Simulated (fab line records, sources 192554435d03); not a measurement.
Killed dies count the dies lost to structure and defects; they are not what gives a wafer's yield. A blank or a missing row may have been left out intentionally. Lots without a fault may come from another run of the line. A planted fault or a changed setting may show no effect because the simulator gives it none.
Which tool did it? || flow n5Finfet || 24 lots, 72 wafers sampled, at 5 steps of a route of 1938

## WHAT EACH GAUGE READ, for each wafer
N5_BEOL_M10_OCD_MEAS_38.
{"lot": "L074", "measured": "day 10 08:20", "on": "ocd-01", "trenchDepthNm (nm)": "156 150 146"}
{"lot": "L075", "measured": "day 10 16:29", "on": "ocd-01", "trenchDepthNm (nm)": "150 152 149"}
{"lot": "L077", "measured": "day 10 23:20", "on": "ocd-01", "trenchDepthNm (nm)": "152 151 151"}
{"lot": "L076", "measured": "day 11 19:05", "on": "ocd-02", "trenchDepthNm (nm)": "152 151 151"}
{"lot": "L079", "measured": "day 11 20:02", "on": "ocd-02", "trenchDepthNm (nm)": "145 152 145"}
{"lot": "L081", "measured": "day 11 19:34", "on": "ocd-01", "trenchDepthNm (nm)": "152 152 151"}
{"lot": "L080", "measured": "day 11 22:49", "on": "ocd-01", "trenchDepthNm (nm)": "149 151 154"}
{"lot": "L082", "measured": "day 12 16:19", "on": "ocd-01", "trenchDepthNm (nm)": "151 150 153"}
{"lot": "L078", "measured": "day 12 20:19", "on": "ocd-01", "trenchDepthNm (nm)": "151 143 148"}
{"lot": "L083", "measured": "day 13 01:34", "on": "ocd-02", "trenchDepthNm (nm)": "149 151 144"}
{"lot": "L084", "measured": "day 13 06:53", "on": "ocd-01", "trenchDepthNm (nm)": "143 148 144"}
{"lot": "L085", "measured": "day 13 19:28", "on": "ocd-02", "trenchDepthNm (nm)": "154 150 150"}
{"lot": "L086", "measured": "day 14 00:48", "on": "ocd-01", "trenchDepthNm (nm)": "153 153 153"}
{"lot": "L088", "measured": "day 14 08:52", "on": "ocd-01", "trenchDepthNm (nm)": "145 152 152"}
{"lot": "L087", "measured": "day 14 19:31", "on": "ocd-02", "trenchDepthNm (nm)": "150 151 150"}
{"lot": "L090", "measured": "day 15 04:57", "on": "ocd-01", "trenchDepthNm (nm)": "155 150 149"}
{"lot": "L089", "measured": "day 15 10:38", "on": "ocd-02", "trenchDepthNm (nm)": "152 150 151"}
{"lot": "L091", "measured": "day 15 13:43", "on": "ocd-01", "trenchDepthNm (nm)": "149 152 143"}
{"lot": "L092", "measured": "day 16 01:29", "on": "ocd-02", "trenchDepthNm (nm)": "149 150 152"}
{"lot": "L093", "measured": "day 16 04:51", "on": "ocd-02", "trenchDepthNm (nm)": "153 150 143"}
{"lot": "L095", "measured": "day 16 05:08", "on": "ocd-01", "trenchDepthNm (nm)": "150 150 152"}
{"lot": "L094", "measured": "day 16 05:25", "on": "ocd-01", "trenchDepthNm (nm)": "149 152 143"}
{"lot": "L097", "measured": "day 16 15:57", "on": "ocd-02", "trenchDepthNm (nm)": "150 143 149"}
{"lot": "L096", "measured": "day 16 15:13", "on": "ocd-02", "trenchDepthNm (nm)": "148 149 149"}

N5_BEOL_M11_INSPECT_13: inspects for defects (brightfield).
{"lot": "L074", "measured": "day 10 13:40", "on": "defectInspect-02", "rawDefectCount": "468 338 417"}
{"lot": "L075", "measured": "day 10 23:14", "on": "defectInspect-02", "rawDefectCount": "347 432 430"}
{"lot": "L077", "measured": "day 11 09:41", "on": "defectInspect-02", "rawDefectCount": "399 324 334"}
{"lot": "L076", "measured": "day 11 23:17", "on": "defectInspect-02", "rawDefectCount": "332 384 342"}
{"lot": "L079", "measured": "day 12 04:20", "on": "defectInspect-02", "rawDefectCount": "502 433 333"}
{"lot": "L081", "measured": "day 12 04:08", "on": "defectInspect-01", "rawDefectCount": "484 454 368"}
{"lot": "L080", "measured": "day 12 04:42", "on": "defectInspect-01", "rawDefectCount": "287 402 317"}
{"lot": "L082", "measured": "day 12 20:35", "on": "defectInspect-02", "rawDefectCount": "514 333 336"}
{"lot": "L078", "measured": "day 13 02:17", "on": "defectInspect-01", "rawDefectCount": "383 500 399"}
{"lot": "L083", "measured": "day 13 07:32", "on": "defectInspect-02", "rawDefectCount": "413 416 408"}
{"lot": "L084", "measured": "day 13 13:59", "on": "defectInspect-02", "rawDefectCount": "266 212 363"}
{"lot": "L085", "measured": "day 14 01:04", "on": "defectInspect-02", "rawDefectCount": "362 357 409"}
{"lot": "L086", "measured": "day 14 05:44", "on": "defectInspect-01", "rawDefectCount": "307 301 316"}
{"lot": "L088", "measured": "day 14 14:32", "on": "defectInspect-01", "rawDefectCount": "450 239 420"}
{"lot": "L087", "measured": "day 15 01:59", "on": "defectInspect-02", "rawDefectCount": "378 409 399"}
{"lot": "L090", "measured": "day 15 11:10", "on": "defectInspect-01", "rawDefectCount": "448 472 242"}
{"lot": "L089", "measured": "day 15 18:22", "on": "defectInspect-01", "rawDefectCount": "561 378 392"}
{"lot": "L091", "measured": "day 15 18:54", "on": "defectInspect-01", "rawDefectCount": "369 436 709"}
{"lot": "L092", "measured": "day 16 08:13", "on": "defectInspect-01", "rawDefectCount": "360 291 314"}
{"lot": "L093", "measured": "day 16 10:58", "on": "defectInspect-02", "rawDefectCount": "293 332 327"}
{"lot": "L095", "measured": "day 16 11:05", "on": "defectInspect-01", "rawDefectCount": "482 315 411"}
{"lot": "L094", "measured": "day 16 11:41", "on": "defectInspect-01", "rawDefectCount": "360 428 377"}
{"lot": "L097", "measured": "day 17 00:32", "on": "defectInspect-01", "rawDefectCount": "235 247 313"}
{"lot": "L096", "measured": "day 16 19:28", "on": "defectInspect-02", "rawDefectCount": "373 418 404"}

## WHAT TOOL EACH LOT RAN ON (gives the tool, then ch and the chambers of the sampled wafers, and finally the start)
{"lot": "L074", "N5_BEOL_M10_HM_OPEN_17": "rieMetal-01 ch 0,1, day 10 04:24", "N5_BEOL_M10_ETCH_66": "rieDiel-06 ch 0,1,3, day 10 07:55", "N5_BEOL_M10_VIA_ETCH_34": "rieDiel-06 ch 0,1,3, day 10 08:02"}
{"lot": "L075", "N5_BEOL_M10_HM_OPEN_17": "rieMetal-03 ch 0,1, day 10 13:11", "N5_BEOL_M10_ETCH_66": "rieDiel-04 ch 0,2,3, day 10 16:05", "N5_BEOL_M10_VIA_ETCH_34": "rieDiel-04 ch 0,2,3, day 10 16:12"}
{"lot": "L077", "N5_BEOL_M10_HM_OPEN_17": "rieMetal-01 ch 0,1, day 10 21:28", "N5_BEOL_M10_ETCH_66": "rieDiel-04 ch 2,3, day 10 22:55", "N5_BEOL_M10_VIA_ETCH_34": "rieDiel-04 ch 2,3, day 10 23:02"}
{"lot": "L076", "N5_BEOL_M10_HM_OPEN_17": "rieMetal-02 ch 0,1, day 11 16:23", "N5_BEOL_M10_ETCH_66": "rieDiel-04 ch 0,2, day 11 18:41", "N5_BEOL_M10_VIA_ETCH_34": "rieDiel-04 ch 0,2, day 11 18:49"}
{"lot": "L079", "N5_BEOL_M10_HM_OPEN_17": "rieMetal-02 ch 0,1, day 11 16:34", "N5_BEOL_M10_ETCH_66": "rieDiel-06 ch 0,3, day 11 19:38", "N5_BEOL_M10_VIA_ETCH_34": "rieDiel-06 ch 0,3, day 11 19:46"}
{"lot": "L081", "N5_BEOL_M10_HM_OPEN_17": "rieMetal-03 ch 1, day 11 16:41", "N5_BEOL_M10_ETCH_66": "rieDiel-04 ch 0,1,2, day 11 19:09", "N5_BEOL_M10_VIA_ETCH_34": "rieDiel-04 ch 0,1,2, day 11 19:16"}
{"lot": "L080", "N5_BEOL_M10_HM_OPEN_17": "rieMetal-01 ch 0,1, day 11 20:07", "N5_BEOL_M10_ETCH_66": "rieDiel-06 ch 1,2,3, day 11 22:25", "N5_BEOL_M10_VIA_ETCH_34": "rieDiel-06 ch 1,2,3, day 11 22:32"}
{"lot": "L082", "N5_BEOL_M10_HM_OPEN_17": "rieMetal-02 ch 0,1, day 12 15:16", "N5_BEOL_M10_ETCH_66": "rieDiel-06 ch 1,3, day 12 15:55", "N5_BEOL_M10_VIA_ETCH_34": "rieDiel-06 ch 1,3, day 12 16:02"}
{"lot": "L078", "N5_BEOL_M10_HM_OPEN_17": "rieMetal-03 ch 0,1, day 12 18:49", "N5_BEOL_M10_ETCH_66": "rieDiel-05 ch 0,1,2, day 12 19:55", "N5_BEOL_M10_VIA_ETCH_34": "rieDiel-05 ch 0,1,2, day 12 20:02"}
{"lot": "L083", "N5_BEOL_M10_HM_OPEN_17": "rieMetal-03 ch 0,1, day 12 23:40", "N5_BEOL_M10_ETCH_66": "rieDiel-05 ch 0,1,2, day 13 01:12", "N5_BEOL_M10_VIA_ETCH_34": "rieDiel-05 ch 0,1,2, day 13 01:18"}
{"lot": "L084", "N5_BEOL_M10_HM_OPEN_17": "rieMetal-03 ch 0,1, day 13 02:52", "N5_BEOL_M10_ETCH_66": "rieDiel-06 ch 0,2, day 13 06:29", "N5_BEOL_M10_VIA_ETCH_34": "rieDiel-06 ch 0,2, day 13 06:36"}
{"lot": "L085", "N5_BEOL_M10_HM_OPEN_17": "rieMetal-01 ch 0,1, day 13 18:10", "N5_BEOL_M10_ETCH_66": "rieDiel-06 ch 1,2,3, day 13 19:03", "N5_BEOL_M10_VIA_ETCH_34": "rieDiel-06 ch 1,2,3, day 13 19:11"}
{"lot": "L086", "N5_BEOL_M10_HM_OPEN_17": "rieMetal-02 ch 0,1, day 13 20:37", "N5_BEOL_M10_ETCH_66": "rieDiel-04 ch 0,3, day 14 00:23", "N5_BEOL_M10_VIA_ETCH_34": "rieDiel-04 ch 0,3, day 14 00:31"}
{"lot": "L088", "N5_BEOL_M10_HM_OPEN_17": "rieMetal-02 ch 0,1, day 14 06:11", "N5_BEOL_M10_ETCH_66": "rieDiel-05 ch 0,1,2, day 14 08:28", "N5_BEOL_M10_VIA_ETCH_34": "rieDiel-05 ch 0,1,2, day 14 08:35"}
{"lot": "L087", "N5_BEOL_M10_HM_OPEN_17": "rieMetal-02 ch 0, day 14 14:44", "N5_BEOL_M10_ETCH_66": "rieDiel-05 ch 1,2, day 14 19:06", "N5_BEOL_M10_VIA_ETCH_34": "rieDiel-05 ch 1,2, day 14 19:13"}
{"lot": "L090", "N5_BEOL_M10_HM_OPEN_17": "rieMetal-02 ch 0,1, day 15 01:40", "N5_BEOL_M10_ETCH_66": "rieDiel-05 ch 1,3, day 15 04:32", "N5_BEOL_M10_VIA_ETCH_34": "rieDiel-05 ch 1,3, day 15 04:40"}
{"lot": "L089", "N5_BEOL_M10_HM_OPEN_17": "rieMetal-03 ch 0,1, day 15 08:43", "N5_BEOL_M10_ETCH_66": "rieDiel-06 ch 0,2, day 15 10:14", "N5_BEOL_M10_VIA_ETCH_34": "rieDiel-06 ch 0,2, day 15 10:21"}
{"lot": "L091", "N5_BEOL_M10_HM_OPEN_17": "rieMetal-03 ch 0,1, day 15 11:51", "N5_BEOL_M10_ETCH_66": "rieDiel-05 ch 0,1,2, day 15 13:18", "N5_BEOL_M10_VIA_ETCH_34": "rieDiel-05 ch 0,1,2, day 15 13:25"}
{"lot": "L092", "N5_BEOL_M10_HM_OPEN_17": "rieMetal-02 ch 0,1, day 16 00:19", "N5_BEOL_M10_ETCH_66": "rieDiel-06 ch 1,2,3, day 16 01:05", "N5_BEOL_M10_VIA_ETCH_34": "rieDiel-06 ch 1,2,3, day 16 01:12"}
{"lot": "L093", "N5_BEOL_M10_HM_OPEN_17": "rieMetal-03 ch 0,1, day 16 02:35", "N5_BEOL_M10_ETCH_66": "rieDiel-05 ch 0,1,3, day 16 04:26", "N5_BEOL_M10_VIA_ETCH_34": "rieDiel-05 ch 0,1,3, day 16 04:34"}
{"lot": "L095", "N5_BEOL_M10_HM_OPEN_17": "rieMetal-01 ch 0,1, day 16 02:50", "N5_BEOL_M10_ETCH_66": "rieDiel-06 ch 0,2,3, day 16 04:44", "N5_BEOL_M10_VIA_ETCH_34": "rieDiel-06 ch 0,2,3, day 16 04:51"}
{"lot": "L094", "N5_BEOL_M10_HM_OPEN_17": "rieMetal-01 ch 0,1, day 16 03:35", "N5_BEOL_M10_ETCH_66": "rieDiel-05 ch 0,1,2, day 16 05:01", "N5_BEOL_M10_VIA_ETCH_34": "rieDiel-05 ch 0,1,2, day 16 05:08"}
{"lot": "L097", "N5_BEOL_M10_HM_OPEN_17": "rieMetal-03 ch 0, day 16 10:59", "N5_BEOL_M10_ETCH_66": "rieDiel-05 ch 0,2, day 16 15:32", "N5_BEOL_M10_VIA_ETCH_34": "rieDiel-05 ch 0,2, day 16 15:40"}
{"lot": "L096", "N5_BEOL_M10_HM_OPEN_17": "rieMetal-02 ch 0,1, day 16 11:24", "N5_BEOL_M10_ETCH_66": "rieDiel-06 ch 0,2,3, day 16 14:49", "N5_BEOL_M10_VIA_ETCH_34": "rieDiel-06 ch 0,2,3, day 16 14:56"}
- N5_BEOL_M10_HM_OPEN_17: chemistry Cl2/BCl3, target TiN, target depth 20 nm, overetch 6 nm.
- N5_BEOL_M10_ETCH_66: etches SOC in N2/H2, target depth 120 nm, overetch 24 nm, time 180 s.
- N5_BEOL_M10_VIA_ETCH_34: etches SiCOH lowk in C4F6/O2, target depth 184.5 nm, time 69.2 s.

## AS READ BY THE TOOLS THEMSELVES (means over the sampled wafers that have a number; for cases with no such wafer, the mark the record gives instead)
N5_BEOL_M10_HM_OPEN_17.
{"lot": "L074", "tool": "rieMetal-01", "bcl3FlowSccm (sccm)": 21.81, "drypumpMotorCurrentA (A)": 5.69, "oesProductAu (a.u.)": 0.77, "throttleValvePct (%)": 22.66}
{"lot": "L075", "tool": "rieMetal-03", "bcl3FlowSccm (sccm)": 21.78, "drypumpMotorCurrentA (A)": 5.84, "oesProductAu (a.u.)": 0.56, "throttleValvePct (%)": 22.50}
{"lot": "L077", "tool": "rieMetal-01", "bcl3FlowSccm (sccm)": 21.73, "drypumpMotorCurrentA (A)": 5.69, "oesProductAu (a.u.)": 0.77, "throttleValvePct (%)": 22.67}
{"lot": "L076", "tool": "rieMetal-02", "bcl3FlowSccm (sccm)": 21.75, "drypumpMotorCurrentA (A)": 5.47, "oesProductAu (a.u.)": 0.79, "throttleValvePct (%)": 22.11}
{"lot": "L079", "tool": "rieMetal-02", "bcl3FlowSccm (sccm)": 21.78, "drypumpMotorCurrentA (A)": 5.62, "oesProductAu (a.u.)": 0.77, "throttleValvePct (%)": 22.21}
{"lot": "L081", "tool": "rieMetal-03", "bcl3FlowSccm (sccm)": 21.76, "drypumpMotorCurrentA (A)": 5.46, "oesProductAu (a.u.)": 0.63, "throttleValvePct (%)": 22.33}
{"lot": "L080", "tool": "rieMetal-01", "bcl3FlowSccm (sccm)": 21.77, "drypumpMotorCurrentA (A)": 5.53, "oesProductAu (a.u.)": 0.74, "throttleValvePct (%)": 22.56}
{"lot": "L082", "tool": "rieMetal-02", "bcl3FlowSccm (sccm)": 21.75, "drypumpMotorCurrentA (A)": 5.45, "oesProductAu (a.u.)": 0.78, "throttleValvePct (%)": 22.09}
{"lot": "L078", "tool": "rieMetal-03", "bcl3FlowSccm (sccm)": 21.86, "drypumpMotorCurrentA (A)": 5.82, "oesProductAu (a.u.)": 0.76, "throttleValvePct (%)": 22.30}
{"lot": "L083", "tool": "rieMetal-03", "bcl3FlowSccm (sccm)": 21.78, "drypumpMotorCurrentA (A)": 5.66, "oesProductAu (a.u.)": 0.68, "throttleValvePct (%)": 22.32}
{"lot": "L084", "tool": "rieMetal-03", "bcl3FlowSccm (sccm)": 21.75, "drypumpMotorCurrentA (A)": 5.65, "oesProductAu (a.u.)": 0.69, "throttleValvePct (%)": 22.31}
{"lot": "L085", "tool": "rieMetal-01", "bcl3FlowSccm (sccm)": 21.76, "drypumpMotorCurrentA (A)": 5.54, "oesProductAu (a.u.)": 0.72, "throttleValvePct (%)": 22.59}
{"lot": "L086", "tool": "rieMetal-02", "bcl3FlowSccm (sccm)": 21.81, "drypumpMotorCurrentA (A)": 5.44, "oesProductAu (a.u.)": 0.76, "throttleValvePct (%)": 22.12}
{"lot": "L088", "tool": "rieMetal-02", "bcl3FlowSccm (sccm)": 21.80, "drypumpMotorCurrentA (A)": 5.46, "oesProductAu (a.u.)": 0.74, "throttleValvePct (%)": 22.13}
{"lot": "L087", "tool": "rieMetal-02", "bcl3FlowSccm (sccm)": 21.80, "drypumpMotorCurrentA (A)": 5.28, "oesProductAu (a.u.)": 0.76, "throttleValvePct (%)": 22.03}
{"lot": "L090", "tool": "rieMetal-02", "bcl3FlowSccm (sccm)": 21.74, "drypumpMotorCurrentA (A)": 5.61, "oesProductAu (a.u.)": 0.73, "throttleValvePct (%)": 22.23}
{"lot": "L089", "tool": "rieMetal-03", "bcl3FlowSccm (sccm)": 21.75, "drypumpMotorCurrentA (A)": 5.82, "oesProductAu (a.u.)": 0.74, "throttleValvePct (%)": 22.31}
{"lot": "L091", "tool": "rieMetal-03", "bcl3FlowSccm (sccm)": 21.69, "drypumpMotorCurrentA (A)": 5.84, "oesProductAu (a.u.)": 0.74, "throttleValvePct (%)": 22.30}
{"lot": "L092", "tool": "rieMetal-02", "bcl3FlowSccm (sccm)": 21.84, "drypumpMotorCurrentA (A)": 5.62, "oesProductAu (a.u.)": 0.72, "throttleValvePct (%)": 22.24}
{"lot": "L093", "tool": "rieMetal-03", "bcl3FlowSccm (sccm)": 21.68, "drypumpMotorCurrentA (A)": 5.61, "oesProductAu (a.u.)": 0.67, "throttleValvePct (%)": 22.33}
{"lot": "L095", "tool": "rieMetal-01", "bcl3FlowSccm (sccm)": 21.72, "drypumpMotorCurrentA (A)": 5.68, "oesProductAu (a.u.)": 0.72, "throttleValvePct (%)": 22.71}
{"lot": "L094", "tool": "rieMetal-01", "bcl3FlowSccm (sccm)": 21.77, "drypumpMotorCurrentA (A)": 5.54, "oesProductAu (a.u.)": 0.70, "throttleValvePct (%)": 22.61}
{"lot": "L097", "tool": "rieMetal-03", "bcl3FlowSccm (sccm)": 21.74, "drypumpMotorCurrentA (A)": 5.97, "oesProductAu (a.u.)": 0.80, "throttleValvePct (%)": 22.28}
{"lot": "L096", "tool": "rieMetal-02", "bcl3FlowSccm (sccm)": 21.79, "drypumpMotorCurrentA (A)": 5.65, "oesProductAu (a.u.)": 0.72, "throttleValvePct (%)": 22.23}

N5_BEOL_M10_ETCH_66.
{"lot": "L074", "tool": "rieDiel-06", "drypumpMotorCurrentA (A)": 5.9, "oesProductAu (a.u.)": 0.66, "rfVppV (V)": 523.4, "showerheadPlenumPTorr (Torr)": 2.52, "throttleValvePct (%)": 17.55}
{"lot": "L075", "tool": "rieDiel-04", "drypumpMotorCurrentA (A)": 5.5, "oesProductAu (a.u.)": 0.65, "rfVppV (V)": 524.6, "showerheadPlenumPTorr (Torr)": 2.58, "throttleValvePct (%)": 17.78}
{"lot": "L077", "tool": "rieDiel-04", "drypumpMotorCurrentA (A)": 5.5, "oesProductAu (a.u.)": 0.58, "rfVppV (V)": 523.8, "showerheadPlenumPTorr (Torr)": 2.54, "throttleValvePct (%)": 17.93}
{"lot": "L076", "tool": "rieDiel-04", "drypumpMotorCurrentA (A)": 5.5, "oesProductAu (a.u.)": 0.70, "rfVppV (V)": 525.3, "showerheadPlenumPTorr (Torr)": 2.60, "throttleValvePct (%)": 17.66}
{"lot": "L079", "tool": "rieDiel-06", "drypumpMotorCurrentA (A)": 5.5, "oesProductAu (a.u.)": 0.59, "rfVppV (V)": 521.0, "showerheadPlenumPTorr (Torr)": 2.46, "throttleValvePct (%)": 17.73}
{"lot": "L081", "tool": "rieDiel-04", "drypumpMotorCurrentA (A)": 5.5, "oesProductAu (a.u.)": 0.72, "rfVppV (V)": 525.3, "showerheadPlenumPTorr (Torr)": 2.61, "throttleValvePct (%)": 17.75}
{"lot": "L080", "tool": "rieDiel-06", "drypumpMotorCurrentA (A)": 6.2, "oesProductAu (a.u.)": 0.71, "rfVppV (V)": 525.7, "showerheadPlenumPTorr (Torr)": 2.58, "throttleValvePct (%)": 17.44}
{"lot": "L082", "tool": "rieDiel-06", "drypumpMotorCurrentA (A)": 6.2, "oesProductAu (a.u.)": 0.71, "rfVppV (V)": 524.7, "showerheadPlenumPTorr (Torr)": 2.58, "throttleValvePct (%)": 17.41}
{"lot": "L078", "tool": "rieDiel-05", "drypumpMotorCurrentA (A)": 5.7, "oesProductAu (a.u.)": 0.65, "rfVppV (V)": 525.3, "showerheadPlenumPTorr (Torr)": 2.58, "throttleValvePct (%)": 17.81}
{"lot": "L083", "tool": "rieDiel-05", "drypumpMotorCurrentA (A)": 5.7, "oesProductAu (a.u.)": 0.65, "rfVppV (V)": 524.0, "showerheadPlenumPTorr (Torr)": 2.58, "throttleValvePct (%)": 17.82}
{"lot": "L084", "tool": "rieDiel-06", "drypumpMotorCurrentA (A)": 5.7, "oesProductAu (a.u.)": 0.59, "rfVppV (V)": 522.0, "showerheadPlenumPTorr (Torr)": 2.44, "throttleValvePct (%)": 17.73}
{"lot": "L085", "tool": "rieDiel-06", "drypumpMotorCurrentA (A)": 6.2, "oesProductAu (a.u.)": 0.69, "rfVppV (V)": 525.3, "showerheadPlenumPTorr (Torr)": 2.57, "throttleValvePct (%)": 17.47}
{"lot": "L086", "tool": "rieDiel-04", "drypumpMotorCurrentA (A)": 5.3, "oesProductAu (a.u.)": 0.72, "rfVppV (V)": 523.8, "showerheadPlenumPTorr (Torr)": 2.51, "throttleValvePct (%)": 17.65}
{"lot": "L088", "tool": "rieDiel-05", "drypumpMotorCurrentA (A)": 5.7, "oesProductAu (a.u.)": 0.63, "rfVppV (V)": 524.2, "showerheadPlenumPTorr (Torr)": 2.57, "throttleValvePct (%)": 17.85}
{"lot": "L087", "tool": "rieDiel-05", "drypumpMotorCurrentA (A)": 5.8, "oesProductAu (a.u.)": 0.60, "rfVppV (V)": 525.8, "showerheadPlenumPTorr (Torr)": 2.63, "throttleValvePct (%)": 17.90}
{"lot": "L090", "tool": "rieDiel-05", "drypumpMotorCurrentA (A)": 6.1, "oesProductAu (a.u.)": 0.69, "rfVppV (V)": 524.0, "showerheadPlenumPTorr (Torr)": 2.54, "throttleValvePct (%)": 17.60}
{"lot": "L089", "tool": "rieDiel-06", "drypumpMotorCurrentA (A)": 6.1, "oesProductAu (a.u.)": 0.72, "rfVppV (V)": 526.1, "showerheadPlenumPTorr (Torr)": 2.60, "throttleValvePct (%)": 17.49}
{"lot": "L091", "tool": "rieDiel-05", "drypumpMotorCurrentA (A)": 5.7, "oesProductAu (a.u.)": 0.63, "rfVppV (V)": 524.9, "showerheadPlenumPTorr (Torr)": 2.57, "throttleValvePct (%)": 17.87}
{"lot": "L092", "tool": "rieDiel-06", "drypumpMotorCurrentA (A)": 6.2, "oesProductAu (a.u.)": 0.67, "rfVppV (V)": 524.5, "showerheadPlenumPTorr (Torr)": 2.57, "throttleValvePct (%)": 17.49}
{"lot": "L093", "tool": "rieDiel-05", "drypumpMotorCurrentA (A)": 5.9, "oesProductAu (a.u.)": 0.69, "rfVppV (V)": 522.1, "showerheadPlenumPTorr (Torr)": 2.52, "throttleValvePct (%)": 17.77}
{"lot": "L095", "tool": "rieDiel-06", "drypumpMotorCurrentA (A)": 5.8, "oesProductAu (a.u.)": 0.70, "rfVppV (V)": 526.1, "showerheadPlenumPTorr (Torr)": 2.61, "throttleValvePct (%)": 17.52}
{"lot": "L094", "tool": "rieDiel-05", "drypumpMotorCurrentA (A)": 5.7, "oesProductAu (a.u.)": 0.63, "rfVppV (V)": 524.3, "showerheadPlenumPTorr (Torr)": 2.57, "throttleValvePct (%)": 17.87}
{"lot": "L097", "tool": "rieDiel-05", "drypumpMotorCurrentA (A)": 5.6, "oesProductAu (a.u.)": 0.60, "rfVppV (V)": 525.8, "showerheadPlenumPTorr (Torr)": 2.59, "throttleValvePct (%)": 18.07}
{"lot": "L096", "tool": "rieDiel-06", "drypumpMotorCurrentA (A)": 5.8, "oesProductAu (a.u.)": 0.70, "rfVppV (V)": 525.5, "showerheadPlenumPTorr (Torr)": 2.61, "throttleValvePct (%)": 17.53}

N5_BEOL_M10_VIA_ETCH_34.
{"lot": "L074", "tool": "rieDiel-06", "drypumpMotorCurrentA (A)": 5.8, "oesProductAu (a.u.)": 0.83, "rfVppV (V)": 661, "showerheadPlenumPTorr (Torr)": 2.85, "throttleValvePct (%)": 20.79}
{"lot": "L075", "tool": "rieDiel-04", "drypumpMotorCurrentA (A)": 5.5, "oesProductAu (a.u.)": 0.81, "rfVppV (V)": 666, "showerheadPlenumPTorr (Torr)": 2.90, "throttleValvePct (%)": 21.01}
{"lot": "L077", "tool": "rieDiel-04", "drypumpMotorCurrentA (A)": 5.5, "oesProductAu (a.u.)": 0.73, "rfVppV (V)": 636, "showerheadPlenumPTorr (Torr)": 2.85, "throttleValvePct (%)": 21.09}
{"lot": "L076", "tool": "rieDiel-04", "drypumpMotorCurrentA (A)": 5.5, "oesProductAu (a.u.)": 0.87, "rfVppV (V)": 694, "showerheadPlenumPTorr (Torr)": 2.93, "throttleValvePct (%)": 20.94}
{"lot": "L079", "tool": "rieDiel-06", "drypumpMotorCurrentA (A)": 5.5, "oesProductAu (a.u.)": 0.72, "rfVppV (V)": 643, "showerheadPlenumPTorr (Torr)": 2.78, "throttleValvePct (%)": 21.03}
{"lot": "L081", "tool": "rieDiel-04", "drypumpMotorCurrentA (A)": 5.5, "oesProductAu (a.u.)": 0.88, "rfVppV (V)": 682, "showerheadPlenumPTorr (Torr)": 2.92, "throttleValvePct (%)": 20.81}
{"lot": "L080", "tool": "rieDiel-06", "drypumpMotorCurrentA (A)": 6.2, "oesProductAu (a.u.)": 0.89, "rfVppV (V)": 681, "showerheadPlenumPTorr (Torr)": 2.88, "throttleValvePct (%)": 20.56}
{"lot": "L082", "tool": "rieDiel-06", "drypumpMotorCurrentA (A)": 6.2, "oesProductAu (a.u.)": 0.88, "rfVppV (V)": 679, "showerheadPlenumPTorr (Torr)": 2.90, "throttleValvePct (%)": 20.58}
{"lot": "L078", "tool": "rieDiel-05", "drypumpMotorCurrentA (A)": 5.7, "oesProductAu (a.u.)": 0.80, "rfVppV (V)": 678, "showerheadPlenumPTorr (Torr)": 2.87, "throttleValvePct (%)": 20.78}
{"lot": "L083", "tool": "rieDiel-05", "drypumpMotorCurrentA (A)": 5.8, "oesProductAu (a.u.)": 0.80, "rfVppV (V)": 678, "showerheadPlenumPTorr (Torr)": 2.86, "throttleValvePct (%)": 20.78}
{"lot": "L084", "tool": "rieDiel-06", "drypumpMotorCurrentA (A)": 5.7, "oesProductAu (a.u.)": 0.73, "rfVppV (V)": 661, "showerheadPlenumPTorr (Torr)": 2.78, "throttleValvePct (%)": 21.07}
{"lot": "L085", "tool": "rieDiel-06", "drypumpMotorCurrentA (A)": 6.2, "oesProductAu (a.u.)": 0.86, "rfVppV (V)": 682, "showerheadPlenumPTorr (Torr)": 2.88, "throttleValvePct (%)": 20.58}
{"lot": "L086", "tool": "rieDiel-04", "drypumpMotorCurrentA (A)": 5.3, "oesProductAu (a.u.)": 0.91, "rfVppV (V)": 637, "showerheadPlenumPTorr (Torr)": 2.83, "throttleValvePct (%)": 20.88}
{"lot": "L088", "tool": "rieDiel-05", "drypumpMotorCurrentA (A)": 5.7, "oesProductAu (a.u.)": 0.79, "rfVppV (V)": 678, "showerheadPlenumPTorr (Torr)": 2.86, "throttleValvePct (%)": 20.79}
{"lot": "L087", "tool": "rieDiel-05", "drypumpMotorCurrentA (A)": 5.8, "oesProductAu (a.u.)": 0.75, "rfVppV (V)": 680, "showerheadPlenumPTorr (Torr)": 2.91, "throttleValvePct (%)": 20.80}
{"lot": "L090", "tool": "rieDiel-05", "drypumpMotorCurrentA (A)": 6.1, "oesProductAu (a.u.)": 0.86, "rfVppV (V)": 665, "showerheadPlenumPTorr (Torr)": 2.85, "throttleValvePct (%)": 20.67}
{"lot": "L089", "tool": "rieDiel-06", "drypumpMotorCurrentA (A)": 6.1, "oesProductAu (a.u.)": 0.90, "rfVppV (V)": 684, "showerheadPlenumPTorr (Torr)": 2.93, "throttleValvePct (%)": 20.74}
{"lot": "L091", "tool": "rieDiel-05", "drypumpMotorCurrentA (A)": 5.7, "oesProductAu (a.u.)": 0.78, "rfVppV (V)": 677, "showerheadPlenumPTorr (Torr)": 2.85, "throttleValvePct (%)": 20.81}
{"lot": "L092", "tool": "rieDiel-06", "drypumpMotorCurrentA (A)": 6.2, "oesProductAu (a.u.)": 0.85, "rfVppV (V)": 682, "showerheadPlenumPTorr (Torr)": 2.87, "throttleValvePct (%)": 20.60}
{"lot": "L093", "tool": "rieDiel-05", "drypumpMotorCurrentA (A)": 5.9, "oesProductAu (a.u.)": 0.85, "rfVppV (V)": 669, "showerheadPlenumPTorr (Torr)": 2.81, "throttleValvePct (%)": 20.77}
{"lot": "L095", "tool": "rieDiel-06", "drypumpMotorCurrentA (A)": 5.8, "oesProductAu (a.u.)": 0.86, "rfVppV (V)": 667, "showerheadPlenumPTorr (Torr)": 2.93, "throttleValvePct (%)": 20.74}
{"lot": "L094", "tool": "rieDiel-05", "drypumpMotorCurrentA (A)": 5.7, "oesProductAu (a.u.)": 0.77, "rfVppV (V)": 677, "showerheadPlenumPTorr (Torr)": 2.85, "throttleValvePct (%)": 20.83}
{"lot": "L097", "tool": "rieDiel-05", "drypumpMotorCurrentA (A)": 5.6, "oesProductAu (a.u.)": 0.74, "rfVppV (V)": 685, "showerheadPlenumPTorr (Torr)": 2.87, "throttleValvePct (%)": 20.89}
{"lot": "L096", "tool": "rieDiel-06", "drypumpMotorCurrentA (A)": 5.8, "oesProductAu (a.u.)": 0.87, "rfVppV (V)": 667, "showerheadPlenumPTorr (Torr)": 2.93, "throttleValvePct (%)": 20.74}

## THE ANSWER, worked out from the rows above alone
Rule: usual is defined by the lots themselves. Put in order of their means at a reading, lots are off if they are a third of the lots or fewer, leave a main group of 4 or more, and stand apart from it by a gap of 3 or more times the standard deviation of the main group's means; of several such gaps the widest counts. A main group whose means are all the same, to the digits that the tables above print for the reading, isn't used. A lot without any number at a reading at which 4 lots or more have one is off too. The other lots that the step has rows for count as sound. First the gauges in route order, then the tools' own readings, where a lot's mean is used as printed above. At the first step where some lot is off, the reading lying furthest off is the one used; lots without a number count as furthest.
No lot is off at any reading shown: from this, nothing can be told.

## WHAT HAD BEEN PUT IN BY THE SIMULATOR
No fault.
